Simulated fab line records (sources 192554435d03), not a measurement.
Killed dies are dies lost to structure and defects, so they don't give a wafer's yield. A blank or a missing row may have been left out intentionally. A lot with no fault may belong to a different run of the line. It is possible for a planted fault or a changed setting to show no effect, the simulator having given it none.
A lot that was struck, set against a sound lot + flow n5Finfet + 35 out of 1938 route steps
Sound: these wafers, L129.2, L129.3, L129.4. Wafers struck: L130.2, L130.5, L130.6. The cause is named last.
At each step with rows: each side's tool, then ch and its chambers, then its first start. Under that, the readings that differ: sound wafers + struck wafers + difference of the means + sigmas: that difference in standard deviations of wafers without a fault.
alike: a reading whose means differ by less than 2 such deviations, as well as words and numbers matching on both sides. not compared: withheld readings; readings where some wafer has no value; bounds like >300 that might hide an equal value; numbers whose values overlap and for which the record gives no deviation.
A row with sigmas, a row that says differs or no value, or rows on one side alone: a step with any of these is where the two part. Numbers that have no deviation but don't overlap get no sigmas and don't part them. A reading that every wafer of one side lacks parts them only if that side has two wafers or more.

first, 9 steps without rows for these wafers: N5_STI_FIN_REVEAL_SRD_21 (time 30 s); N5_STI_FIN_REVEAL_OXIDATION_33 (chemistry O2 PLASMA REMOTE, time 20 s); N5_STI_FIN_REVEAL_CLEAN_19 (cleans in O3/DIW, time 120 s); N5_STI_FIN_REVEAL_SRD_23 (time 30 s); N5_STI_FIN_REVEAL_PRECLEAN_18 (cleans in SC2, time 45 s); N5_STI_FIN_REVEAL_SRD_28 (time 30 s); N5_DUMMY_GATE_PRECLEAN_00 (cleans in O3/DIW, time 60 s); N5_DUMMY_GATE_SRD_01 (time 30 s); N5_DUMMY_GATE_ALD_02 (deposits SiO2, target thk 2 nm, pulse time 1 s).
N5_DUMMY_GATE_CVD_03: deposits a-Si from SiH4, target thk 150 nm, time 8042 s.
  sound on lpcvd-02 ch 1/45,1/50,1/54, day 2 18:05; struck on lpcvd-02 ch 1/20,1/34,1/39, day 3 01:50
  alike: zonePowerUpperPct
then, 24 steps without rows for these wafers: N5_DUMMY_GATE_PRECLEAN_46 (cleans in DIW, time 89.5 s); N5_DUMMY_GATE_SRD_47 (dry time 32 s); N5_DUMMY_GATE_CMP_04 (polishes a-Si); N5_DUMMY_GATE_HM_DEP_06 (deposits SiNx from DCS/NH3, target thk 80 nm, time 5141 s); N5_DUMMY_GATE_PECVD_30 (deposits SiO2 from TEOS/O2, target thk 55 nm, time 10.8 s); N5_DUMMY_GATE_COAT_34 (time 60 s, resist thk 60 nm); N5_DUMMY_GATE_COAT_35 (time 60 s, resist thk 10 nm); N5_DUMMY_GATE_COAT_28 (time 60 s, resist thk 10 nm); N5_DUMMY_GATE_COAT_09 (resist thk 30 nm); N5_DUMMY_GATE_EBR_11; N5_DUMMY_GATE_SOFTBAKE_10 (time 60 s); N5_DUMMY_GATE_EXPOSE_12 (exposes mask GATE, target cd 25 nm); N5_DUMMY_GATE_PEB_13 (peb time 60 s); N5_DUMMY_GATE_DEVELOP_14 (develop time 30 s); N5_DUMMY_GATE_DESCUM_20 (chemistry O2, time 6.2 s); N5_DUMMY_GATE_ETCH_29 (etches underlayer in N2/H2, target depth 13 nm); N5_DUMMY_GATE_ETCH_36 (etches SiARC in CF4, target depth 13 nm); N5_DUMMY_GATE_ETCH_37 (etches SOC in N2/H2, target depth 60 nm, overetch 30 nm); N5_DUMMY_GATE_STRIP_38 (strips in N2/H2); N5_DUMMY_GATE_STRIP_39 (strips in N2/H2); N5_DUMMY_GATE_TRIM_49 (chemistry O2, time 29 s, target cd 14 nm); N5_DUMMY_GATE_STRIP_40 (strips in CF4); N5_DUMMY_GATE_ETCH_31 (etches SiO2 in C4F6/O2, target depth 82.5 nm, time 27.5 s); N5_DUMMY_GATE_STRIP_41 (strips in O2).
-- the record jumps here: 11 days lie between the struck wafers' starts before and after (it left off in module DUMMY_GATE and takes up again in module PASSIVATION, whose first step shown is number 1936 of the route) --
N5_PASSIVATION_PROBE_49:
  sound on prober-01 at day 13 05:51; struck on prober-02 at day 13 21:01
| reading                 | sound          | struck         | difference | sigmas |
|-------------------------|----------------|----------------|------------|--------|
| defectLimitedYield (%)  | 91.5 91.5 91.2 | 81.4 81.0 81.0 | -10.3      | -7     |
| killedAtFrontEnd        | 48 54 43       | 161 182 176    | +125       | +11    |
| killedDies              | 100 100 104    | 220 224 224    | +121       | +7     |
| sort_bin_5_function (%) | 5.2 5.2 4.4    | 11.4 11.8 11.6 | +6.7       | +7     |
| sortNPass               | 1080 1080 1076 | 960 956 956    | -121       | -7     |
| sortYieldPct (%)        | 91.5 91.5 91.2 | 81.4 81.0 81.0 | -10.3      | -7     |
  alike: killed_at_M0_to_M3, killed_at_M4_up, killedAtContacts, killedAtOther, killedOpen, killedShort, sort_bin_6_memory

== WHERE THEY PART ==
Only at N5_PASSIVATION_PROBE_49, as far as this record shows.

WHY: whatever the simulator had introduced
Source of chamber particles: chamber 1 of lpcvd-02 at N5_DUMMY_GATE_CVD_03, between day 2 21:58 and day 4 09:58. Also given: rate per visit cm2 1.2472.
